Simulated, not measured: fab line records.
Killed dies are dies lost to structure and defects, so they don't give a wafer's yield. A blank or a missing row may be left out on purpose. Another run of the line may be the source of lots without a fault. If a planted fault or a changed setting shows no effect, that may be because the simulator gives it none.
What tool caused it? | flow n5_finfet | 10 lots, 30 wafers sampled, at 5 steps of a route of 1938

== WHAT THE GAUGES SHOWED, per wafer ==
N5_WELL_APT_INSPECT_38: inspects for defects (darkfield). Usual: raw_defect_count reads 12 (standard deviation 4.8).
lot  | measured    | on                | raw_defect_count | flag
L143 | day 1 22:59 | defect_inspect-01 | 7 12 7           |
L147 | day 2 23:20 | defect_inspect-02 | 10 7 6           |
L149 | day 3 10:54 | defect_inspect-02 | 7 23 15          |
L152 | day 4 04:57 | defect_inspect-01 | 9 4 16           |
L154 | day 4 17:01 | defect_inspect-01 | 10 10 8          |
L155 | day 4 23:05 | defect_inspect-01 | 8 21 22          |
L158 | day 5 17:15 | defect_inspect-01 | 21 14 17         |
L160 | day 6 05:50 | defect_inspect-01 | 10 16 12         |
L161 | day 6 11:20 | defect_inspect-02 | 12 11 8          |
L162 | day 6 17:46 | defect_inspect-01 | 23 11 12         |

N5_BEOL_M4_RC_MEAS_101. Usual: DIBL_N 36.1 mV/V, standard deviation 1.3; DIBL_P 36.1 mV/V, standard deviation 1.7; IOFF_N 0.154 nA/um, standard deviation 0.022; IOFF_P 0.201 nA/um, standard deviation 0.024; ION_N 675 uA/um, standard deviation 8.9; ION_P 462 uA/um, standard deviation 5.9; SS_N 71.5 mV/dec, standard deviation 0.49; SS_P 73.3 mV/dec, standard deviation 0.58; VT_N 250.0 mV, standard deviation 2.7; VT_P -251.3 mV, standard deviation 2.7.
lot  | measured     | on        | DIBL_N (mV/V)  | DIBL_P (mV/V)  | IOFF_N (nA/um)    | IOFF_P (nA/um)    | ION_N (uA/um) | ION_P (uA/um) | SS_N (mV/dec)  | SS_P (mV/dec)  | VT_N (mV)         | VT_P (mV)            | flag
L143 | day 8 02:04  | prober-02 | 34.0 33.7 33.8 | 33.8 33.7 33.5 | 0.133 0.128 0.129 | 0.171 0.170 0.167 | 662 672 662   | 449 464 456   | 71.7 71.9 71.2 | 72.9 73.1 72.6 | 250.9 254.0 252.7 | -255.2 -254.0 -255.0 |
L147 | day 9 01:45  | prober-01 | 35.5 35.4 35.1 | 35.7 34.5 34.4 | 0.139 0.133 0.133 | 0.213 0.200 0.200 | 673 656 663   | 460 459 461   | 72.1 71.7 71.3 | 73.3 72.9 72.8 | 251.8 253.1 249.9 | -249.5 -248.3 -248.9 |
L149 | day 9 20:53  | prober-02 | 36.1 35.3 35.4 | 34.8 33.5 33.9 | 0.155 0.148 0.141 | 0.202 0.184 0.189 | 669 682 674   | 464 462 465   | 71.9 72.0 71.2 | 72.5 72.7 73.1 | 250.6 249.2 253.0 | -253.7 -254.6 -253.1 |
L152 | day 10 18:28 | prober-01 | 36.3 37.7 34.9 | 35.6 37.2 33.8 | 0.127 0.162 0.116 | 0.182 0.205 0.165 | 662 672 664   | 455 460 455   | 71.1 71.3 70.9 | 72.7 74.0 72.9 | 252.8 249.4 253.7 | -253.7 -252.9 -253.3 |
L154 | day 11 19:35 | prober-01 | 36.0 37.1 36.7 | 34.7 35.7 35.4 | 0.144 0.161 0.161 | 0.203 0.215 0.209 | 673 672 679   | 466 463 466   | 70.5 71.2 71.0 | 72.4 73.2 73.3 | 249.2 249.9 249.1 | -247.3 -250.3 -251.8 |
L155 | day 11 16:36 | prober-01 | 32.9 33.4 33.5 | 32.7 33.6 32.3 | 0.124 0.129 0.119 | 0.164 0.179 0.157 | 677 664 671   | 465 458 460   | 71.2 71.1 71.3 | 73.2 73.4 72.7 | 251.8 251.4 255.1 | -253.6 -254.2 -254.7 |
L158 | day 11 22:54 | prober-01 | 36.7 37.5 35.5 | 38.5 40.4 37.5 | 0.165 0.185 0.140 | 0.205 0.235 0.195 | 672 682 654   | 457 459 449   | 72.0 71.9 71.7 | 73.8 74.1 73.5 | 250.8 251.0 254.2 | -254.0 -249.4 -251.7 |
L160 | day 12 20:43 | prober-02 | 36.0 36.6 34.9 | 36.7 36.9 35.4 | 0.141 0.141 0.122 | 0.183 0.189 0.162 | 668 667 659   | 455 456 453   | 70.9 71.6 70.7 | 73.6 73.5 72.5 | 250.3 252.9 253.9 | -252.3 -256.0 -256.0 |
L161 | day 13 01:31 | prober-01 | 35.4 34.2 36.5 | 35.5 33.2 36.5 | 0.150 0.120 0.167 | 0.197 0.163 0.208 | 676 666 680   | 465 456 468   | 71.8 71.3 72.3 | 72.6 72.9 73.0 | 249.4 252.3 248.5 | -252.2 -252.5 -249.7 |
L162 | day 13 05:14 | prober-02 | 38.8 38.5 36.1 | 38.7 38.0 35.9 | 0.206 0.195 0.144 | 0.234 0.228 0.182 | 693 696 675   | 465 471 458   | 72.0 71.5 71.0 | 74.5 74.8 73.2 | 246.4 247.9 250.5 | -251.8 -251.2 -255.0 |

== WHICH TOOL RAN EACH LOT (tool, then ch and the chambers of the sampled wafers, then the start) ==
lot  | N5_WELL_APT_PEB_06               | N5_WELL_APT_EPI_41             | N5_PMOS_HMC_CHANNEL_EPI_DESCUM_14
L143 | litho_track-01 ch 0, day 1 19:44 | epi_rpcvd-04 ch 0, day 1 22:33 | rie_diel-04 ch 0,3, day 1 23:31
L147 | litho_track-05 ch 0, day 2 19:37 | epi_rpcvd-04 ch 0, day 2 22:53 | rie_diel-03 ch 0,1,3, day 2 23:55
L149 | litho_track-05 ch 0, day 3 07:34 | epi_rpcvd-04 ch 0, day 3 10:16 | rie_diel-04 ch 0,2,3, day 3 11:19
L152 | litho_track-05 ch 0, day 4 01:34 | epi_rpcvd-01 ch 0, day 4 04:07 | rie_diel-04 ch 0,1,2, day 4 05:29
L154 | litho_track-01 ch 0, day 4 13:32 | epi_rpcvd-01 ch 0, day 4 16:11 | rie_diel-04 ch 1,3, day 4 17:33
L155 | litho_track-05 ch 0, day 4 19:55 | epi_rpcvd-02 ch 0, day 4 22:31 | rie_diel-03 ch 0,1,3, day 4 23:53
L158 | litho_track-05 ch 0, day 5 13:41 | epi_rpcvd-01 ch 0, day 5 16:09 | rie_diel-04 ch 0,2,3, day 5 17:57
L160 | litho_track-01 ch 0, day 6 01:37 | epi_rpcvd-02 ch 0, day 6 04:44 | rie_diel-04 ch 0,2, day 6 06:56
L161 | litho_track-05 ch 0, day 6 07:56 | epi_rpcvd-04 ch 0, day 6 10:30 | rie_diel-04 ch 0,2,3, day 6 11:52
L162 | litho_track-05 ch 0, day 6 13:45 | epi_rpcvd-02 ch 0, day 6 16:40 | rie_diel-03 ch 0,1, day 6 18:18
- N5_WELL_APT_PEB_06: peb time 90 s.
- N5_WELL_APT_EPI_41: deposits Si from SiH4/H2, target thk 50 nm, time 297.7 s.
- N5_PMOS_HMC_CHANNEL_EPI_DESCUM_14: chemistry O2, time 7.9 s.

== AS READ BY THE TOOLS THEMSELVES (means over the sampled wafers that have a number; for cases with no such wafer, the mark the record gives instead) ==
N5_WELL_APT_PEB_06. Usual: heater_power_total_W reads 172.4 W (standard deviation 0.85).
lot  | tool           | heater_power_total_W (W) | flag
L143 | litho_track-01 | 172.7                    |
L147 | litho_track-05 | 172.4                    |
L149 | litho_track-05 | 172.4                    |
L152 | litho_track-05 | 172.8                    |
L154 | litho_track-01 | 172.0                    |
L155 | litho_track-05 | 173.3                    |
L158 | litho_track-05 | 179.2                    | OFF
L160 | litho_track-01 | 171.9                    |
L161 | litho_track-05 | 179.5                    | OFF
L162 | litho_track-05 | 180.5                    | OFF

N5_WELL_APT_EPI_41. Usual: susceptor_temp_C 650.00 C, standard deviation 0.29; throttle_valve_pct 11.0 %, standard deviation 0.32.
lot  | tool         | susceptor_temp_C (C) | throttle_valve_pct (%) | flag
L143 | epi_rpcvd-04 | 650.17               | 10.6                   |
L147 | epi_rpcvd-04 | 649.76               | 10.7                   |
L149 | epi_rpcvd-04 | 650.25               | 10.7                   |
L152 | epi_rpcvd-01 | 650.12               | 11.3                   |
L154 | epi_rpcvd-01 | 649.98               | 11.2                   |
L155 | epi_rpcvd-02 | 649.92               | 11.3                   |
L158 | epi_rpcvd-01 | 650.22               | 11.0                   |
L160 | epi_rpcvd-02 | 649.91               | 11.4                   |
L161 | epi_rpcvd-04 | 649.95               | 10.7                   |
L162 | epi_rpcvd-02 | 649.73               | 11.4                   |

N5_PMOS_HMC_CHANNEL_EPI_DESCUM_14. Usual: drypump_motor_current_A 6.0 A, standard deviation 0.43; o2_flow_sccm 225.0 sccm, standard deviation 0.68; oes_product_au 0.79 a.u., standard deviation 0.071; rf_vpp_V 243.5 V, standard deviation 1.3; showerhead_plenum_p_Torr 2.12 Torr, standard deviation 0.056; throttle_valve_pct 20.40 %, standard deviation 0.12.
lot  | tool        | drypump_motor_current_A (A) | o2_flow_sccm (sccm) | oes_product_au (a.u.) | rf_vpp_V (V) | showerhead_plenum_p_Torr (Torr) | throttle_valve_pct (%) | flag
L143 | rie_diel-04 | 5.8                         | 225.1               | 0.88                  | 244.0        | 2.20                            | 20.26                  |
L147 | rie_diel-03 | 6.0                         | 224.1               | 0.73                  | 243.5        | 2.08                            | 20.49                  |
L149 | rie_diel-04 | 6.1                         | 225.2               | 0.80                  | 243.9        | 2.14                            | 20.29                  |
L152 | rie_diel-04 | 6.1                         | 225.1               | 0.81                  | 243.8        | 2.14                            | 20.38                  |
L154 | rie_diel-04 | 6.3                         | 224.8               | 0.75                  | 242.6        | 2.10                            | 20.45                  |
L155 | rie_diel-03 | 6.0                         | 225.4               | 0.81                  | 241.8        | 2.07                            | 20.37                  |
L158 | rie_diel-04 | 6.1                         | 224.8               | 0.78                  | 243.5        | 2.14                            | 20.33                  |
L160 | rie_diel-04 | 5.8                         | 224.7               | 0.83                  | 244.6        | 2.18                            | 20.28                  |
L161 | rie_diel-04 | 6.1                         | 225.7               | 0.78                  | 243.6        | 2.14                            | 20.34                  |
L162 | rie_diel-03 | 6.1                         | 224.6               | 0.85                  | 241.6        | 2.06                            | 20.34                  |

== THE ANSWER, worked out from the rows above alone ==
Rule: take the mean of a lot's wafers that have a number; if it is more than 3 standard deviations from the usual mean, the lot is off. Also off: a lot with no number at a reading for which 4 or more lots have one. Any other lot the step has rows for is counted as sound. The gauges are gone through in route order, then the tools' own readings, and for those a lot's mean is taken as printed above. At the first step where some lot is off, the reading lying furthest off is the one used; lots without a number count as furthest.
Off at N5_WELL_APT_PEB_06 (heater_power_total_W): L158, L161, L162.
A tool fits if, at that step or a process step before it, it ran every lot that is off, and no sound lot after the first of them. One fits: N5_WELL_APT_PEB_06 on litho_track-05. Its last sound lot is L155 (day 4 19:55), its first lot that is off L158 (day 5 13:41): a fault that began between those two fits.
The tool's own readings at N5_WELL_APT_PEB_06 bear it out: on the lots that are off they differ by more than 5 times the standard deviation of the sound lots' means. heater_power_total_W reads 179.7 W there against 172.5 W on the sound lots.

== WHAT HAD BEEN PUT IN BY THE SIMULATOR ==
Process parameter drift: litho_track-05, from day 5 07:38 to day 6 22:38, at N5_WELL_APT_PEB_06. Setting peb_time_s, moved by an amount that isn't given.
Struck lots among those shown: L158, L161, L162. This agrees with what the rule above found.
